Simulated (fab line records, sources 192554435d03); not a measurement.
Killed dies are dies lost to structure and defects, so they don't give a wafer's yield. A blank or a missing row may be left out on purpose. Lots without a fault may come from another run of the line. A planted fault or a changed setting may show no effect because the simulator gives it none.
A struck lot beside a sound one | flow n5_finfet | 38 steps out of a route of 1938
Sound: wafers L456.3, L456.5, L456.6. Struck: wafers L454.1, L454.2, L454.5. The cause comes at the end.
At each step with rows: each side's tool, then ch and its chambers, then its first start. Under that, the readings that differ: sound wafers | struck wafers | difference of the means | sigmas: that difference in standard deviations of wafers without a fault.
alike: readings whose means differ by less than 2 such deviations, and words and numbers that are the same on both sides. not compared: withheld readings, readings that some wafer has no value for, bounds like >300 that may hide the same value, and numbers for which the record gives no deviation and whose values overlap.
The two part at a step that has a row with sigmas, a row that says differs or no value, or rows on one side only. Numbers that don't overlap but have no deviation are shown without sigmas and don't part them. A reading that every wafer of one side lacks parts them only if that side has two wafers or more.

first, 12 steps without rows for these wafers: N5_GATE_CUT_STRIP_39 (strips in N2/H2); N5_GATE_CUT_HM_OPEN_40 (chemistry C4F6/O2, target SiO2, target depth 139 nm, time 85.1 s); N5_GATE_CUT_STRIP_41 (strips in CF4); N5_GATE_CUT_STRIP_42 (strips in O2); N5_GATE_CUT_ETCH_19 (etches SiNx in CH3F/O2, target depth 53.7 nm, time 76.7 s); N5_GATE_CUT_CUT_ETCH_53 (etches W in SF6/Cl2, target depth 79.2 nm); N5_GATE_CUT_CUT_ETCH_54 (etches TiN in Cl2/BCl3, target depth 96.7 nm); N5_GATE_CUT_CUT_ETCH_55 (etches HfO2 in BCl3, target depth 3.2 nm); N5_GATE_CUT_ETCH_47 (etches SiO2 in Cl2/BCl3, target depth 10 nm); N5_GATE_CUT_VAPOR_ETCH_48 (etches TiN in BCl3/Cl2); N5_GATE_CUT_VAPOR_ETCH_49 (etches TiAlC in BCl3/Cl2); N5_GATE_CUT_VAPOR_ETCH_51 (etches HfO2 in BCl3/Cl2).
N5_GATE_CUT_STRIP_21: strips in N2/H2, time 30 s.
  sound on plasma_asher-01 ch 0,1, day 8 08:13; struck on plasma_asher-01 ch 0,1, day 7 18:18
  no value came back on the struck wafers for drypump_motor_current_A (A), h2_flow_sccm (sccm), heater_power_w (W); on the sound wafers drypump_motor_current_A (A) reads 6.0 4.9 6.0
then, 23 steps without rows for these wafers: N5_GATE_CUT_STRIP_29 (strips in post etch residue remover, time 60 s); N5_GATE_CUT_SRD_52 (time 30 s); N5_GATE_CUT_ALD_22 (deposits SiNx, target thk 16 nm, pulse time 1 s, ald cycles 320); N5_GATE_CUT_CMP_23 (polishes, stops on SiO2, t overpolish 23.4 s, target thk 16 nm); N5_GATE_CUT_CMP_43 (polishes SiO2); N5_GATE_CUT_CMP_61 (polishes, stops on SiNx, t overpolish 3 s); N5_MOL_CONTACT_COAG_COAT_103 (time 60 s, resist thk 80 nm); N5_MOL_CONTACT_COAG_COAT_104 (time 60 s, resist thk 12 nm); N5_MOL_CONTACT_COAG_COAT_58 (time 60 s, resist thk 10 nm); N5_MOL_CONTACT_COAG_COAT_02 (resist thk 30 nm); N5_MOL_CONTACT_COAG_EBR_04; N5_MOL_CONTACT_COAG_SOFTBAKE_03 (time 60 s); N5_MOL_CONTACT_COAG_EXPOSE_05 (exposes mask CA, defocus 0 nm); N5_MOL_CONTACT_COAG_PEB_06 (peb time 60 s); N5_MOL_CONTACT_COAG_DEVELOP_07 (develop time 30 s); N5_MOL_CONTACT_COAG_DESCUM_13 (chemistry O2, time 7 s); N5_MOL_CONTACT_COAG_ETCH_59 (etches underlayer in N2/H2, target depth 13 nm, time 10.4 s); N5_MOL_CONTACT_COAG_ETCH_105 (etches SiARC in CF4, target depth 15.6 nm, time 26 s); N5_MOL_CONTACT_COAG_ETCH_106 (etches SOC in N2/H2, target depth 80 nm, overetch 16 nm, time 120 s); N5_MOL_CONTACT_COAG_STRIP_107 (strips in N2/H2); N5_MOL_CONTACT_COAG_STRIP_108 (strips in N2/H2); N5_MOL_CONTACT_COAG_CONTACT_ETCH_14 (etches SiO2 in C4F6/O2, target depth 27.5 nm, overetch 8.5 nm, time 20 s); N5_MOL_CONTACT_COAG_STRIP_109 (strips in C4F6/O2).
-- the record jumps here: 4 days lie between the struck wafers' starts before and after (it left off in module MOL_CONTACT_COAG and takes up again in module BEOL_M4, whose first step shown is number 1111 of the route) --
N5_BEOL_M4_RC_MEAS_101:
  sound on prober-02 ch 0, day 12 02:38; struck on prober-02 ch 0, day 11 22:21
  reading       | sound       | struck      | difference | sigmas
  ION_P (uA/um) | 450 454 461 | 470 464 470 | +13        | +2
  alike: DIBL_N, DIBL_P, IOFF_N, IOFF_P, ION_N, SS_N, SS_P, VT_N, VT_P
-- the record jumps here: 5 days lie between the struck wafers' starts before and after (it left off in module BEOL_M4 and takes up again in module PASSIVATION, whose first step shown is number 1936 of the route) --
N5_PASSIVATION_PROBE_49:
  the record has rows for the struck wafers here (prober-01, day 16 16:23) and none for the sound ones

WHERE THEY PART
First at N5_GATE_CUT_STRIP_21; last, within this record, at N5_PASSIVATION_PROBE_49.

WHY: what the simulator had put in
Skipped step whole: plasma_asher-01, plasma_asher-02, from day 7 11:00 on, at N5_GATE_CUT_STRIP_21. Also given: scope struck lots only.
